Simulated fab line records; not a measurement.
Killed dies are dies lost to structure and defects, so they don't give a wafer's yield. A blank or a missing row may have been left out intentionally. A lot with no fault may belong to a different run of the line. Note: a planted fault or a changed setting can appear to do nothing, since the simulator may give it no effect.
A lot that was struck, set against a sound lot + flow n5 finfet + 16 out of 1938 route steps
Sound: these wafers, L930.3, L930.4, L930.5. Wafers struck: L938.1, L938.4, L938.6. At the end, the cause is stated.
Order at every step that has rows: each side's tool, ch and its chambers, its first start. Under that, the readings that differ: sound wafers + struck wafers + difference of the means + sigmas: that difference in standard deviations of wafers without a fault.
alike: readings whose means differ by less than 2 such deviations, and words and numbers that are the same on both sides. not compared: withheld readings, readings that some wafer has no value for, bounds like >300 that may hide the same value, and numbers for which the record gives no deviation and whose values overlap.
The two part at a step that has a row with sigmas, a row that says differs or no value, or rows on one side only. Numbers that have no deviation but don't overlap get no sigmas and don't part them. A reading missing from all wafers of one side parts the sides only when that side holds two or more wafers.

first, 3 steps without rows for these wafers: N5_BEOL_M4_EXPOSE_08 (exposes mask M4); N5_BEOL_M4_PEB_09 (peb time 60 s); N5_BEOL_M4_DEVELOP_10 (develop time 30 s).
N5_BEOL_M4_CD_MEAS_11: the cd target is 16.79 nm.
  sound on cd sem-03 ch 0, day 8 20:07; struck on cd sem-03 ch 0, day 11 07:08
  alike: cd nm
N5_BEOL_M4_OVL_MEAS_12:
  sound on overlay-02 ch 0, day 8 20:10; struck on overlay-02 ch 0, day 11 07:10
  alike: M4_OVL
N5_BEOL_M4_INSPECT_13: inspects for defects (brightfield).
  sound: defect inspect-02 at day 8 20:13; struck: defect inspect-01 at day 11 07:14
  alike: raw defect count
N5_BEOL_M4_DESCUM_16: chemistry O2, time 7 s.
  sound on rie diel-03 ch 0,1,3, day 8 21:46; struck on rie diel-03 ch 1,2,3, day 11 07:16
  alike: drypump motor current A, oes product au, rf vpp V, showerhead plenum p Torr, throttle valve pct
  not compared: rf hours counter h
N5_BEOL_M4_ETCH_74: etches underlayer in N2/H2, target depth 6.5 nm, time 5.2 s.
  sound on rie diel-03 ch 0,1,3, day 8 21:48; struck on rie diel-03 ch 1,2,3, day 11 07:18
  alike: drypump motor current A, etch rf on time s, oes product au, rf vpp V, showerhead plenum p Torr, throttle valve pct
  not compared: rf hours counter h
N5_BEOL_M4_ETCH_63: etches SiARC in CF4, target depth 15.6 nm, time 26 s.
  sound on rie diel-03 ch 0,1,3, day 8 21:49; struck on rie diel-03 ch 1,2,3, day 11 07:19
  alike: drypump motor current A, etch rf on time s, oes product au, rf vpp V, showerhead plenum p Torr, throttle valve pct
  not compared: rf hours counter h
N5_BEOL_M4_ETCH_64: etches SOC in N2/H2, target depth 75 nm, overetch 22.5 nm, time 121.9 s.
  sound on rie diel-03 ch 0,1,3, day 8 21:50; struck on rie diel-03 ch 1,2,3, day 11 07:20
  alike: drypump motor current A, oes product au, rf vpp V, showerhead plenum p Torr, throttle valve pct
  not compared: rf hours counter h
then, 2 steps without rows for these wafers: N5_BEOL_M4_STRIP_65 (strips in N2/H2); N5_BEOL_M4_STRIP_75 (strips in N2/H2).
N5_BEOL_M4_STRIP_66: strips in CF4.
  sound on rie diel-03 ch 0,1,3, day 8 21:58; struck on rie diel-03 ch 1,2,3, day 11 07:28
  no value came back on the struck wafers for any of 7 readings (bias power w (W), cf4 flow sccm (sccm) and others); on the sound wafers bias power w (W) reads 75.10 75.09 74.96
| reading                                    | sound | struck  | difference | sigmas |
|--------------------------------------------|-------|---------|------------|--------|
| model.SiARC_of_BEOL_M4_COAT_62.thk nm (nm) | 0 0 0 | 6 6.4 6 | +6         |        |
  not compared: rf hours counter h
N5_BEOL_M4_HM_OPEN_17: chemistry Cl2/BCl3, target TiN, target depth 20 nm, overetch 6 nm.
  sound on rie metal-02 ch 0,1, day 8 22:02; struck on rie metal-01 ch 0,1, day 11 07:31
  alike: drypump motor current A, oes product au, throttle valve pct
  not compared: rf hours counter h
N5_BEOL_M4_RC_MEAS_101:
  sound on prober-01 ch 0, day 9 11:16; struck on prober-01 ch 0, day 11 15:22
| reading       | sound       | struck      | difference | sigmas |
|---------------|-------------|-------------|------------|--------|
| ION_N (uA/um) | 679 693 660 | 649 635 647 | -34        | -2     |
  alike: DIBL_N, DIBL_P, IOFF_N, IOFF_P, ION_P, SS_N, SS_P, VT_N, VT_P
N5_PASSIVATION_PROBE_49:
  the record has rows for the sound wafers here (prober-02, day 14 12:22) and none for the struck ones

== WHERE THEY PART ==
At N5_BEOL_M4_STRIP_66 first; at N5_PASSIVATION_PROBE_49 last (within this record only).

WHY: what the simulator had put in
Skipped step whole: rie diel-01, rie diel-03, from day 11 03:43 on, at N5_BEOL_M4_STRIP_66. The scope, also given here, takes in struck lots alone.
